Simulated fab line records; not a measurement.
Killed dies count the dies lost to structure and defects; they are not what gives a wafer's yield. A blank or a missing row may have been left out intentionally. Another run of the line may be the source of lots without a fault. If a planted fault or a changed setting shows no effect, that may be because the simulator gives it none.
Chamber matching + flow nandHarc + NHARC_A_CONTACT_ETCH_75 on rieDiel-03 has 4 sister chambers
The step etches the open film in CF4, target depth 39 nm, time 65 s. 7 wafers are shown with their chamber, then 7 later ones without.

## WAFERS WITH THEIR CHAMBER
| wafer  | chamber | showerheadPlenumPTorr (Torr) | rfVppV (V) |
|--------|---------|------------------------------|------------|
| L079.2 | 2       | 1.66                         | 150.0      |
| L080.2 | 2       | 1.65                         | 149.2      |
| L080.4 | 1       | 1.80                         | 152.0      |
| L084.5 | 3       | 1.88                         | 152.7      |
| L084.6 | 0       | 1.69                         | 150.8      |
| L087.1 | 0       | 1.69                         | 151.1      |
| L087.4 | 3       | 1.88                         | 152.9      |

## WAFERS WITHOUT THEIR CHAMBER
| wafer  | showerheadPlenumPTorr (Torr) | rfVppV (V) |
|--------|------------------------------|------------|
| L087.6 | 1.69                         | 150.6      |
| L091.1 | 1.87                         | 152.2      |
| L091.3 | 1.69                         | 150.2      |
| L091.5 | 1.69                         | 149.0      |
| L096.2 | 1.87                         | 151.2      |
| L096.3 | 1.68                         | 149.9      |
| L096.5 | 1.79                         | 152.7      |

## CHAMBER TAKEN BY EACH
| wafer  | from the rows above | in truth |
|--------|---------------------|----------|
| L087.6 | 0                   | 0        |
| L091.1 | 3                   | 3        |
| L091.3 | 0                   | 0        |
| L091.5 | 0                   | 0        |
| L096.2 | 3                   | 3        |
| L096.3 | 0                   | 0        |
| L096.5 | 1                   | 1        |
Correct placement for 7 of the 7. Number that these rows cannot place: 0. 0 placed wrongly.
How it was worked out, from the rows above alone: a wafer's distance from a chamber is the root of the sum, over the readings, of the square of ((its reading less the chamber's mean) divided by the reading's scatter). The wafer belongs to the nearest chamber; if the next one is less than 2 further off, it can't be placed. For every chamber, the mean is computed from those of its wafers that are shown. The scatter: take each reading less its chamber's mean, square it, sum over the shown wafers, divide by the number of wafers less the number of chambers, and take the root.
